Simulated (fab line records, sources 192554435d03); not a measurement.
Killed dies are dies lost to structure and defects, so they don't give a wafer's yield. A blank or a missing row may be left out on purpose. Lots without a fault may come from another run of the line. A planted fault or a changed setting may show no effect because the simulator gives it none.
Chamber matching | flow n5_finfet | N5_BEOL_M12_DEP_53 on pecvd-01: 3 sister chambers
The step deposits SiCN from 3MS/NH3, target thk 30 nm, time 10.5 s. 16 wafers are shown with their chamber, then 8 later ones without.

WAFERS WITH THEIR CHAMBER
wafer  | chamber | throttle_valve_pct (%) | showerhead_plenum_p_Torr (Torr)
L074.1 | 0       | 19.0                   | 4.177
L074.2 | 2       | 17.3                   | 4.182
L074.4 | 1       | 19.6                   | 4.172
L077.4 | 2       | 17.2                   | 4.181
L077.5 | 0       | 18.9                   | 4.172
L077.6 | 2       | 17.1                   | 4.165
L086.2 | 1       | 19.7                   | 4.175
L086.4 | 1       | 19.7                   | 4.184
L086.6 | 2       | 17.4                   | 4.183
L087.3 | 2       | 17.4                   | 4.177
L087.5 | 2       | 17.3                   | 4.168
L087.6 | 1       | 19.7                   | 4.181
L085.1 | 2       | 17.3                   | 4.176
L085.3 | 0       | 19.1                   | 4.168
L085.4 | 2       | 17.5                   | 4.162
L089.3 | 2       | 17.3                   | 4.180

SIGNATURES (means of the wafers above)
reading                  | chamber 0 | chamber 1 | chamber 2 | scatter within a chamber
throttle_valve_pct       | 19.000    | 19.675    | 17.311    | 0.102
showerhead_plenum_p_Torr | 4.17233   | 4.17800   | 4.17489   | 0.00695
Rule: a wafer's distance from a chamber is the root of the sum, over the readings, of the square of ((its reading less the chamber's mean) divided by the reading's scatter). The wafer belongs to the nearest chamber; if the next one is less than 2 further off, it can't be placed. The scatter: the root of (the sum of the squares of (reading less its chamber's mean) over the shown wafers, divided by (wafers less chambers)).

WAFERS WITHOUT THEIR CHAMBER
wafer  | throttle_valve_pct (%) | showerhead_plenum_p_Torr (Torr)
L089.4 | 17.4                   | 4.175
L089.6 | 19.5                   | 4.164
L091.1 | 18.7                   | 4.167
L091.2 | 19.7                   | 4.180
L091.6 | 17.5                   | 4.168
L093.1 | 18.8                   | 4.173
L093.3 | 19.8                   | 4.174
L093.4 | 17.5                   | 4.168

WHICH CHAMBER EACH WENT THROUGH
wafer  | from the rows above | in truth
L089.4 | 2                   | 2
L089.6 | 1                   | 1
L091.1 | 0                   | 0
L091.2 | 1                   | 1
L091.6 | 2                   | 2
L093.1 | 0                   | 0
L093.3 | 1                   | 1
L093.4 | 2                   | 2
Placed correctly: 8 of 8. Can't be placed from these rows: 0. Placed wrongly: 0.
